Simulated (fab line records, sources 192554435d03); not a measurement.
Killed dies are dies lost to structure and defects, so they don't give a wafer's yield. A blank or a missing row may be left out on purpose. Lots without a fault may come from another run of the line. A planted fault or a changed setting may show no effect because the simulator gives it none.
Split-lot experiment | flow n5_finfet | 7 lots, 21 wafers read, on a route of 1938 steps

THE SPLIT
At N5_MOL_CONTACT_COAG_ALD_27 (deposits SiOC, target thk 17 nm, pulse time 1.5 s, time 2720 s), the setting ald_cycles was moved away from the recipe's 340 on 12 of the 21 wafers read, by -15.6% to +15.6%. The other wafers ran this setting at the recipe's value.

The reading is taken at the split's own step.

THE READING
SiOC_of_MOL_CONTACT_COAG_ALD_27.thk_nm (the simulator's own value, which no gauge read), in nm, at N5_MOL_CONTACT_COAG_ALD_27 (deposits SiOC, target thk 17 nm, pulse time 1.5 s, time 2720 s). The file gives no usual value for it. The 9 wafers here that ran the recipe average 17.0 nm, standard deviation 0.094 nm.

wafer  | tool, chamber at the split | ald_cycles as run | against the recipe | SiOC_of_MOL_CONTACT_COAG_ALD_27.thk_nm, nm | against lot-mates on the recipe
L076.2 | ald_sin-01, 1,2            | 367               | +7.9%              | 18.4                                       | +1.6
L076.4 | ald_sin-01, 1,2            | 367               | +7.9%              | 18.4                                       | +1.6
L076.3 | ald_sin-01, 3              | 340               | recipe             | 16.8                                       | -
L078.2 | ald_sin-04, 2,0            | 315               | -7.4%              | 15.8                                       | -1.2
L078.5 | ald_sin-04, 2,0            | 315               | -7.4%              | 15.8                                       | -1.2
L078.3 | ald_sin-04, 0              | 340               | recipe             | 17                                         | -
L079.2 | ald_sin-02, 2              | 340               | recipe             | 17                                         | -
L079.3 | ald_sin-02, 1              | 287               | -15.6%             | 14.4                                       | -2.6
L079.5 | ald_sin-02, 1              | 287               | -15.6%             | 14.2                                       | -2.8
L080.4 | ald_sin-01, 0              | 288               | -15.3%             | 14.6                                       | -2.4
L080.5 | ald_sin-01, 3              | 288               | -15.3%             | 14.4                                       | -2.6
L080.6 | ald_sin-01, 0              | 340               | recipe             | 17                                         | -
L093.1 | ald_sin-02, 0,3,1          | 340               | recipe             | 17                                         | -
L093.3 | ald_sin-02, 0,3,1          | 340               | recipe             | 17                                         | -
L093.6 | ald_sin-02, 0,3,1          | 340               | recipe             | 17                                         | -
L094.3 | ald_sin-04, 2,0            | 393               | +15.6%             | 19.6                                       | +2.6
L094.4 | ald_sin-04, 2,0            | 393               | +15.6%             | 19.6                                       | +2.6
L094.5 | ald_sin-04, 0              | 340               | recipe             | 17                                         | -
L095.2 | ald_sin-01, 0              | 340               | recipe             | 17.2                                       | -
L095.3 | ald_sin-01, 3,2            | 368               | +8.2%              | 18.4                                       | +1.2
L095.4 | ald_sin-01, 3,2            | 368               | +8.2%              | 18.4                                       | +1.2
Where a row lists several chambers, the file gives one row for several wafers and doesn't say which wafer went through which chamber.

THE FIT
A straight line over all 21 wafers: SiOC_of_MOL_CONTACT_COAG_ALD_27.thk_nm changes by +0.168 nm for each +1% of ald_cycles; r = +1.00; the points scatter about the line by 0.09 nm.
The same after taking each lot's own level away (the mean of its wafers on the recipe; 21 wafers): +0.168 nm for each +1%; r = +1.00; scatter 0.12 nm.
On that fit, the largest move of ald_cycles shifts the reading by 2.6 nm.
The lots' own levels span 16.80 to 17.20 nm, that is 4.2 times the standard deviation above.
So the lot-to-lot level changes the slope little: the two slopes agree.
Check: with one of the wafers moved furthest among these (-15.6%) left out of the fit, the line predicts -2.62 nm for it against its lot-mates. It came out at -2.6 nm against them.

OTHER SPLITS ON THESE WAFERS
These wafers also went through other splits before the reading. Each is held against what the fit with the lots' levels taken away leaves over:
other split on the same wafers | wafers away from the commonest value | r with SiOC_of_MOL_CONTACT_COAG_ALD_27.thk_nm (lot level and that fit taken away)
N5_SDB_ALD_29 ald_cycles       | 7                                    | +0.33
N5_SDB_CMP_30 down_force_psi   | 7                                    | +0.08
N5_GATE_CUT_COAT_27 spin_rpm   | 7                                    | -0.21
N5_GATE_CUT_DESCUM_18 time_s   | 4                                    | -0.44
N5_GATE_CUT_ALD_22 ald_cycles  | 4                                    | -0.34

THE FILE'S OWN FIT
SiOC_of_MOL_CONTACT_COAG_ALD_27.thk_nm changes by +0.168 nm for each +1% of ald_cycles, r = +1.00.
